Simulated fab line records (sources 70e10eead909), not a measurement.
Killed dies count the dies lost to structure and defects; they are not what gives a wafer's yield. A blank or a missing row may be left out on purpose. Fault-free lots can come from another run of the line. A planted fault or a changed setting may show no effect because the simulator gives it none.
fab line records -- flow nand_harc -- part 2 of 2: steps 24 to 34 of 34
record lots=5, wafers=15, last_day=25
route steps=1159 shown A_STAIRCASE@620
lots that met no fault: from a run of the same line without faults
start_h: the number of hours between the record's first day and the start of the first shown wafer of the lot -- wait_h: how many hours have passed since the lot's step before this one -- " same as the row above -- L1.1+2: a single row standing in for several wafers -- - either no value or no given start -- * or withheld: withheld -- < > ~ a bound
route shown NAME@n: names a module that has steps shown in the file, with the first one's number in the route -- usual: mean/standard deviation of fault-free wafers -- same: alike in all rows -- chamber/n: place in a boat -- sites: the reading at each site -- _std_site: the values' standard deviation -- _edge_site: mean of outer sites minus mean of inner sites -- radius_mm: for every site, how far away it sits from the centre of the wafer -- mask NAME#n: copy n -- behind: the tool/chamber that last shaped the wafer -- hold: why the lot went on hold/how many hours it stayed there/how the hold came to an end -- device: transistor that didn't switch, given as n, p or np -- end of line: the same wafers' tests at the end of the route -- a step with no rows: only its recipe -- killed: dies lost to structure and defects at the first sort, not the wafer's yield -- map: dies across one wafer; x = killed, . = not, _ = none there
set.NAME: the setting the step ran with; set.NAME@STEP: the setting that earlier step ran with -- model.NAME: the simulator's own value behind a step, which no gauge read
lots seen at some steps along the route; tables by step, rows by wafer
services: from which hour (start_h, from the record's first day; less than 0 if before it) a tool's chamber was out of use, for how many hours, and why
## steps
# step NHARC_A_STAIRCASE_DESCUM_252
# recipe time_s=3, o2_flow_sccm=200, ar_flow_sccm=0, bias_power_w=0, chemistry=O2
# usual drypump_motor_current_A=5.8/0.36, o2_flow_sccm=200.0/0.55, oes_product_au=1.004/0.0069, rf_vpp_V=57.8/0.9, showerhead_plenum_p_Torr=1.91/0.058, throttle_valve_pct=11.310/0.0092
lot.wafer,tool,chamber,start_h,wait_h,drypump_motor_current_A,o2_flow_sccm,oes_product_au,rf_hours_counter_h,rf_vpp_V,showerhead_plenum_p_Torr,throttle_valve_pct
L076.3,rie_diel-05,1,266.13,-,6.0,199.6,1.006,38,58.4,1.99,11.316
L076.2,rie_diel-05,2,266.13,-,5.4,200.2,0.996,38,57.4,1.89,11.308
L076.5,rie_diel-05,0,266.13,-,6.1,200.3,1.013,-,59.6,1.93,11.318
L079.3,rie_diel-04,2,278.61,-,5.6,199.4,1.009,53,57.5,1.87,11.313
L079.4,rie_diel-04,0,278.61,-,5.9,199.4,1.016,-,57.9,1.96,11.305
L079.5,rie_diel-04,2,278.61,-,5.7,199.9,1.000,-,58.4,1.87,11.335
L082.2,rie_diel-04,3,298.10,-,6.2,200.0,0.992,0,57.5,1.93,11.301
L082.3,rie_diel-04,1,298.10,-,5.0,199.5,0.993,0,57.4,1.89,11.312
L082.6,rie_diel-04,3,298.10,-,6.2,199.9,1.001,-,58.5,1.93,11.315
L086.4,rie_diel-11,1,335.90,-,5.5,199.5,0.998,45,56.7,1.95,11.307
L086.6,rie_diel-11,3,335.90,-,5.9,199.8,1.007,-,57.4,1.96,11.313
L086.5,rie_diel-11,0,335.90,-,5.3,199.8,1.001,-,56.8,1.90,11.311
L097.4,rie_diel-04,3,388.15,-,6.2,200.2,0.992,39,59.8,1.92,11.328
L097.3,rie_diel-04,1,388.15,-,5.0,200.4,1.004,37,57.7,1.88,11.312
L097.5,rie_diel-04,3,388.15,-,6.2,199.9,1.004,-,57.2,1.92,11.305
# step NHARC_A_STAIRCASE_ETCH_253
# recipe target_depth_a=500, time_s=20.2, ion_energy_ev=400, c4f8_flow_sccm=20, o2_flow_sccm=10, ar_flow_sccm=withheld, rf_w=600, bias_w=1000, chemistry=C4F8/O2
# usual oes_product_au=0.958/0.017, rf_vpp_V=896/3.6
lot.wafer,tool,chamber,start_h,wait_h,oes_product_au,rf_hours_counter_h,rf_vpp_V
L076.3,rie_diel-05,0,266.23,0.1,0.956,34,897
L076.2,rie_diel-05,1,266.23,0.1,0.956,38,901
L076.5,rie_diel-05,2,266.23,0.1,0.960,-,894
L079.3,rie_diel-04,3,278.69,0.1,0.972,65,896
L079.5,rie_diel-04,3,278.69,0.1,0.963,-,897
L079.4,rie_diel-04,0,278.69,0.1,0.981,-,900
L082.3,rie_diel-04,0,298.20,0.1,0.971,0,899
L082.2,rie_diel-04,1,298.20,0.1,0.984,0,894
L082.6,rie_diel-04,3,298.20,0.1,0.966,-,897
L086.4,rie_diel-11,2,335.98,0.1,0.978,47,905
L086.5,rie_diel-11,0,335.98,0.1,0.968,-,896
L086.6,rie_diel-11,1,335.98,0.1,0.972,-,897
L097.4,rie_diel-04,3,388.24,0.1,0.970,39,896
L097.3,rie_diel-04,1,388.24,0.1,0.987,37,894
L097.5,rie_diel-04,3,388.24,0.1,0.979,-,896
# step NHARC_A_STAIRCASE_STRIP_254
# recipe power_w=1500, temp_c=250, chemistry=O2
# usual drypump_motor_current_A=6.1/0.31, heater_power_w=312/14, temp_c=249.97/0.17
lot.wafer,tool,chamber,start_h,wait_h,drypump_motor_current_A,heater_power_w,rf_hours_counter_h,temp_c
L076.2,plasma_asher-01,0,266.35,-,5.8,323,55,249.91
L076.3,plasma_asher-01,0,266.35,-,5.8,330,-,249.70
L076.5,plasma_asher-01,0,266.35,-,5.9,324,-,249.86
L079.4,plasma_asher-02,1,278.99,-,6.6,307,-,249.90
L079.3,plasma_asher-02,0,278.99,-,6.0,306,-,250.26
L079.5,plasma_asher-02,0,278.99,-,6.0,301,-,250.14
L082.2,plasma_asher-02,0,298.33,-,6.0,304,37,250.22
L082.3,plasma_asher-02,1,298.33,-,6.6,294,-,249.99
L082.6,plasma_asher-02,1,298.33,-,6.6,300,-,249.85
L086.4,plasma_asher-01,0,336.16,-,5.8,325,-,250.07
L086.6,plasma_asher-01,0,336.16,-,5.8,328,-,249.94
L086.5,plasma_asher-01,1,336.16,-,5.8,306,-,250.01
L097.4,plasma_asher-01,1,388.41,-,5.9,311,-,250.25
L097.3,plasma_asher-01,0,388.41,-,5.8,328,-,249.68
L097.5,plasma_asher-01,0,388.41,-,5.8,331,-,249.87
# step NHARC_A_STAIRCASE_STRIP_255
# recipe time_s=900, temp_c=130, chemistry=SPM
# usual temp_c=129.98/0.14
lot.wafer,tool,chamber,start_h,wait_h,temp_c
L076.5,wet_bench-01,3,266.65,0.1,129.89
L076.2,wet_bench-01,7,266.65,0.1,129.88
L076.3,wet_bench-01,0,266.65,0.1,130.14
L079.5,wet_bench-01,0,279.25,0.1,129.84
L079.4,wet_bench-01,1,279.25,0.1,129.89
L079.3,wet_bench-01,4,279.25,0.1,129.97
L082.6,wet_bench-01,1,298.65,0.1,129.77
L082.3,wet_bench-01,2,298.65,0.1,129.84
L082.2,wet_bench-01,3,298.65,0.1,129.79
L086.4,wet_bench-01,6,336.41,0.2,130.25
L086.5,wet_bench-01,0,336.41,0.2,130.09
L086.6,wet_bench-01,1,336.41,0.2,129.94
L097.4,wet_bench-02,4,388.67,0.2,130.15
L097.3,wet_bench-02,7,388.67,0.2,129.89
L097.5,wet_bench-02,1,388.67,0.2,130.08
# step NHARC_A_STAIRCASE_PRECLEAN_256
# recipe time_s=*, temp_c=50, bath_age_min=0, chemistry=SC1
# usual diw_flow_mL_min=1415/4.1, temp_c=49.99/0.12
lot.wafer,tool,chamber,start_h,wait_h,diw_flow_mL_min,temp_c
L076.5,wet_bench-01,3,-,-,1408,49.72
L076.2,wet_bench-01,7,-,-,1418,50.00
L076.3,wet_bench-01,0,-,-,1414,49.78
L079.5,wet_bench-01,0,-,-,1416,50.03
L079.4,wet_bench-01,1,-,-,1412,50.06
L079.3,wet_bench-01,4,-,-,1412,49.78
L082.6,wet_bench-01,1,-,-,1415,49.82
L082.3,wet_bench-01,2,-,-,1419,49.94
L082.2,wet_bench-01,3,-,-,1417,49.90
L086.4,wet_bench-01,6,-,-,1413,50.10
L086.5,wet_bench-01,0,-,-,1420,50.05
L086.6,wet_bench-01,1,-,-,1417,50.10
L097.4,wet_bench-02,4,-,-,1417,50.29
L097.3,wet_bench-02,7,-,-,1410,49.97
L097.5,wet_bench-02,1,-,-,1412,50.01
# step NHARC_A_STAIRCASE_SRD_257
lot.wafer,tool,chamber,start_h,wait_h
L076.5+2+3,wet_bench-01,"3,7,0",-,-
L079.5+4+3,wet_bench-01,"0,1,4",-,-
L082.6+3+2,wet_bench-01,"1,2,3",-,-
L086.4+5+6,wet_bench-01,"6,0,1",-,-
L097.4+3+5,wet_bench-02,"4,7,1",-,-
# step NHARC_A_STAIRCASE_HM_DEP_456
# recipe target_thk_a=15000, temp_c=400, material=aC
# usual throttle_valve_pct=35.001/0.0094
lot.wafer,tool,chamber,start_h,wait_h,throttle_valve_pct
L076.2,acl_dep-02,0,267.76,-,35.002
L076.3,acl_dep-02,0,267.76,-,35.001
L076.5,acl_dep-02,0,267.76,-,35.002
L079.3,acl_dep-02,0,280.31,-,34.993
L079.4,acl_dep-02,0,280.31,-,35.015
L079.5,acl_dep-02,0,280.31,-,35.003
L082.2,acl_dep-03,0,299.39,-,34.999
L082.3,acl_dep-03,0,299.39,-,35.005
L082.6,acl_dep-03,0,299.39,-,34.997
L086.4,acl_dep-02,0,337.81,-,35.005
L086.5,acl_dep-02,0,337.81,-,35.004
L086.6,acl_dep-02,0,337.81,-,34.995
L097.3,acl_dep-01,0,389.87,-,34.999
L097.4,acl_dep-01,0,389.87,-,34.995
L097.5,acl_dep-01,0,389.87,-,34.994
# step NHARC_A_STAIRCASE_DEP_259
# recipe target_thk_a=300, target_thk_nm=30, temp_c=400, pressure_torr=3.5, flow_sccm=200, rf_w=350, material=SiON
# usual heater_power_w=822/120
lot.wafer,tool,chamber,start_h,wait_h,heater_power_w
L076.3,pecvd-04,1,269.33,1.0,727
L076.2,pecvd-04,2,269.33,1.0,731
L076.5,pecvd-04,1,269.33,1.0,751
L079.3,pecvd-01,1,281.64,1.0,1004
L079.4,pecvd-01,2,281.64,1.0,800
L079.5,pecvd-01,2,281.64,1.0,799
L082.2,pecvd-01,2,300.94,1.2,772
L082.3,pecvd-01,1,300.94,1.2,1059
L082.6,pecvd-01,2,300.94,1.2,797
L086.5,pecvd-04,1,339.03,0.6,834
L086.6,pecvd-04,2,339.03,0.6,746
L086.4,pecvd-04,0,339.03,0.6,887
L097.3,pecvd-04,2,391.18,1.0,710
L097.5,pecvd-04,0,391.18,1.0,829
L097.4,pecvd-04,2,391.18,1.0,728
# step NHARC_A_STAIRCASE_DEHYDRATE_281
# recipe temp_c=150, time_s=120
lot.wafer,tool,chamber,start_h,wait_h
L076.2+3+5,litho_track-07,0,269.58,0.2
L079.3+4+5,litho_track-07,0,281.91,0.2
L082.2+3+6,litho_track-07,0,301.30,0.3
L086.4+5+6,litho_track-02,0,339.22,0.1
L097.3+4+5,litho_track-02,0,391.40,0.2
# step NHARC_A_STAIRCASE_HMDS_282
# recipe time_s=30
lot.wafer,tool,chamber,start_h,wait_h
L076.2+3+5,litho_track-07,0,-,-
L079.3+4+5,litho_track-07,0,-,-
L082.2+3+6,litho_track-07,0,-,-
L086.4+5+6,litho_track-02,0,-,-
L097.3+4+5,litho_track-02,0,-,-
# step NHARC_A_STAIRCASE_COAT_283
# recipe spin_rpm=1200
lot.wafer,tool,chamber,start_h,wait_h
L076.2+3+5,litho_track-07,0,-,-
L079.3+4+5,litho_track-07,0,-,-
L082.2+3+6,litho_track-07,0,-,-
L086.4+5+6,litho_track-02,0,-,-
L097.3+4+5,litho_track-02,0,-,-
## services
tool,chamber,start_h,hours,kind
rie_diel-04,1,253.92,2.7,repair
krf_scanner-01,-,256.00,4.0,pm
wet_bench-07,-,272.03,8.0,pm
rie_diel-04,1,275.49,13.2,repair
plasma_asher-01,-,276.00,9.0,pm
wet_bench-02,-,279.22,2.4,repair
rie_diel-04,2,286.14,9.2,repair
pecvd-04,1,286.35,13.8,repair
pecvd-04,-,288.78,0.7,repair
rie_diel-04,-,289.06,9.0,pm
rie_diel-11,1,304.97,3.8,repair
rie_diel-05,2,305.93,9.1,repair
rie_diel-11,-,310.36,0.3,repair
plasma_asher-01,-,320.51,0.9,repair
rie_diel-05,1,323.17,52.0,repair
litho_track-02,-,340.00,7.0,pm
rie_diel-05,-,341.01,9.0,pm
rie_diel-11,3,350.25,3.7,repair
wet_bench-02,-,356.00,8.0,pm
plasma_asher-02,-,360.55,9.0,pm
litho_track-07,-,364.00,7.0,pm
rie_diel-11,-,366.62,9.0,pm
litho_track-03,-,388.00,7.0,pm
wet_bench-01,-,389.60,8.0,pm
